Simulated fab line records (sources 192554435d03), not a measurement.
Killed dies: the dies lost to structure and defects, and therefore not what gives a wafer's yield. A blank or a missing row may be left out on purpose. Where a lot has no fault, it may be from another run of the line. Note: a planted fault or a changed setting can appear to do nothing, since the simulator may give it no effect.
Split-lot experiment	flow n5_finfet	on a route of 1938 steps: 7 lots, 21 wafers read

== SPLIT DETAILS ==
At N5_BEOL_M7_VIA_ETCH_34 (etches SiCOH lowk in C4F6/O2, target depth 125.5 nm, time 50.5 s), the setting source_w was moved away from the recipe's 345 W on 6 of the 21 wafers read, by -13.9% to -5.2%. The other wafers ran this setting at the recipe's value.

Reading taken at the split's own step.

== THE READING ==
rf_vpp_V, in V, at N5_BEOL_M7_VIA_ETCH_34 (etches SiCOH lowk in C4F6/O2, target depth 125.5 nm, time 50.5 s). A value of 666 V with a standard deviation of 13 V is what fault-free wafers of this fab line usually give.

wafer	tool, chamber at the split	source_w as run, W	against the recipe	rf_vpp_V, V	against lot-mates on the recipe
L075.1	rie_diel-04, 2	345	recipe	652	-
L075.3	rie_diel-04, 0	345	recipe	654	-
L075.4	rie_diel-04, 1	345	recipe	677	-
L076.1	rie_diel-03, 2	345	recipe	666	-
L076.2	rie_diel-03, 1	345	recipe	683	-
L076.6	rie_diel-03, 2	345	recipe	665	-
L077.2	rie_diel-04, 1	327.1	-5.2%	694	+42
L077.5	rie_diel-04, 1	327.1	-5.2%	696	+44
L077.6	rie_diel-04, 2	345	recipe	652	-
L080.4	rie_diel-04, 2	311.3	-9.8%	688	+33
L080.5	rie_diel-04, 3	345	recipe	655	-
L080.6	rie_diel-04, 0	345	recipe	655	-
L087.1	rie_diel-03, 0	297.3	-13.8%	746	+92
L087.2	rie_diel-03, 1	297.3	-13.8%	736	+82
L087.4	rie_diel-03, 3	345	recipe	654	-
L089.2	rie_diel-02, 3	345	recipe	664	-
L089.3	rie_diel-02, 1	345	recipe	656	-
L089.5	rie_diel-02, 1	345	recipe	656	-
L090.1	rie_diel-02, 1	345	recipe	657	-
L090.2	rie_diel-02, 3	345	recipe	663	-
L090.4	rie_diel-02, 0	297	-13.9%	722	+62

FIT RESULTS
A straight line over all 21 wafers: rf_vpp_V changes by -5.09 V for each +1% of source_w; r = -0.93; the points scatter about the line by 11 V.
The same after taking each lot's own level away (the mean of its wafers on the recipe; 21 wafers): -5.51 V for each +1%; r = -0.94; scatter 10 V.
Per that fit: largest source_w move, reading shift of 77 V.
From 652.0 to 671.3 V: that is the span of the lots' own levels, equal to 1.5 times the standard deviation above.
Hence the lot-to-lot level has little effect on the slope; both slopes agree.
Check: for one of the wafers moved furthest among these (-13.9%), held out of the fit, the line's prediction against its lot-mates is +83 V. Against them it came out at +62 V.
Tool readings at the split's step, against how far the setting was moved: rf_vpp_V r = -0.93.

== FURTHER SPLITS ON THESE WAFERS ==
Other splits were also applied to these wafers ahead of the reading. Each is held against what the fit with the lots' levels taken away leaves over:
other split on the same wafers	wafers away from the commonest value	r with rf_vpp_V (lot level and that fit taken away)
N5_BEOL_M5_HM_DEP_02 target_thk_a	11	+0.16
N5_BEOL_M5_ETCH_41 source_w	7	+0.19
N5_BEOL_M7_PECVD_70 temp_c	6	-0.24
N5_BEOL_M7_HM_DEP_02 target_thk_a	9	+0.14
N5_BEOL_M7_DESCUM_33 time_s	11	+0.00

== THE FILE'S OWN FIT ==
rf_vpp_V changes by -5.16 V for each +1% of source_w, r = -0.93.
